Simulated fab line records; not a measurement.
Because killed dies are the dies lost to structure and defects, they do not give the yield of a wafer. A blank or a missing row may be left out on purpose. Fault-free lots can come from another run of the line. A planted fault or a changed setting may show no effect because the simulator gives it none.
8D (eight disciplines) problem report, filled in by code + flow nand_harc + the parts of the form that need people (team, actions taken, sign-off) are left out

== 1. WHAT WENT WRONG ==
Mean of oes_product_au at NHARC_P_M1_ETCH_28: 0.835 a.u. across 2 wafers in 2 lots; on wafers with no fault it is 1.001 a.u. (standard deviation 0.0091). Measured from the usual mean, that is -18 standard deviations.
The step: etches the open film in CF4/N2, target depth 30 nm, time 72.99 s.
First seen on wafer L627.2, day 11 22:29, on rie_diel-06. The record has a number at this step for 42 wafers belonging to 14 lots. The rule behind "out" and "out of limits": a value lying over 4 standard deviations away from the usual mean. The other wafers with a number count as sound.

== 2. WHAT IT IS, AND WHAT IT ISN'T ==
| question                    | is                | is not                                                                                                      |
|-----------------------------|-------------------|-------------------------------------------------------------------------------------------------------------|
| which readings at this step | oes_product_au    | cf4_flow_sccm, drypump_motor_current_A, mfc_ar_sccm, rf_vpp_V, showerhead_plenum_p_Torr, throttle_valve_pct |
| which lots                  | L627, L629        | L615, L616, L617, L619, L620, L621, L622, L623, L624, L625, L636, L637                                      |
| which wafers of those lots  | L627.2, L629.4    | L627.3, L627.6, L629.3, L629.6                                                                              |
| read on which tools         | rie_diel-06       | rie_diel-12, rie_diel-13                                                                                    |
| when                        | from day 11 22:29 | up to then (32 sound wafers); but 8 sound wafers of L629, L636, L637 came after                             |

== 3. WHAT RULES OUT EACH SUSPECT ==
Counting: a tool at a process step up to the reading stays a suspect if it ran every lot that is out. Sound lots after the first of them don't rule it out here, since some wafers of a struck lot are sound.
- pecvd-02 at NHARC_P_M0_PRE_CLEAN_31 (time 12 s): kept. Every lot that is out went through it, the first being L627 (day 11 20:21); the last sound lot it ran before that was L622 (day 9 10:51).
- rie_diel-06 at NHARC_P_M1_ETCH_28 (etches the open film in CF4/N2, target depth 30 nm, time 72.99 s): kept. Every lot that is out went through it, the first being L627 (day 11 22:29); the last sound lot it ran before that was L625 (day 10 17:08). On those wafers its own readings are out: oes_product_au.
- Within pecvd-02 at NHARC_P_M0_PRE_CLEAN_31: the wafers that are out ran in chamber 1; their sound lot-mates ran in chambers 0, 2.
- Within rie_diel-06 at NHARC_P_M1_ETCH_28: the wafers that are out ran in chamber 3; their sound lot-mates ran in chambers 0, 1, 2.
Left after counting: pecvd-02 at NHARC_P_M0_PRE_CLEAN_31, rie_diel-06 at NHARC_P_M1_ETCH_28.

== 4. THE CAUSE (what the simulator had put in) ==
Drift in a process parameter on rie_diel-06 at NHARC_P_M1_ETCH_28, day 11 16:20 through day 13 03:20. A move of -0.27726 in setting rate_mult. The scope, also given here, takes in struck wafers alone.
After counting, 2 suspects remain, this tool included.

== 5. THE EFFECT CHAIN, in route order ==
Each row: a reading whose mean over the struck wafers that have a number lies more than 3 standard deviations from the usual. Only readings whose record carries a usual standard deviation are examined. hours: median over the lots of the time between each lot's start at the first step of this table that gives one and its start at this step. sigmas: the change, counted in usual standard deviations.
| hours | step               | reading        | usual      | on struck wafers | change | sigmas |
|-------|--------------------|----------------|------------|------------------|--------|--------|
| 0     | NHARC_P_M1_ETCH_28 | oes_product_au | 1.001 a.u. | 0.835            | -0.166 | -18    |
Its process steps:
- NHARC_P_M1_ETCH_28: etches the open film in CF4/N2, target depth 30 nm, time 72.99 s.

== 6. WHAT WOULD HAVE CAUGHT IT SOONER ==
6 hours passed between the start of the fault at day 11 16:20 and the first reading out of limits in this record, taken at day 11 22:29.
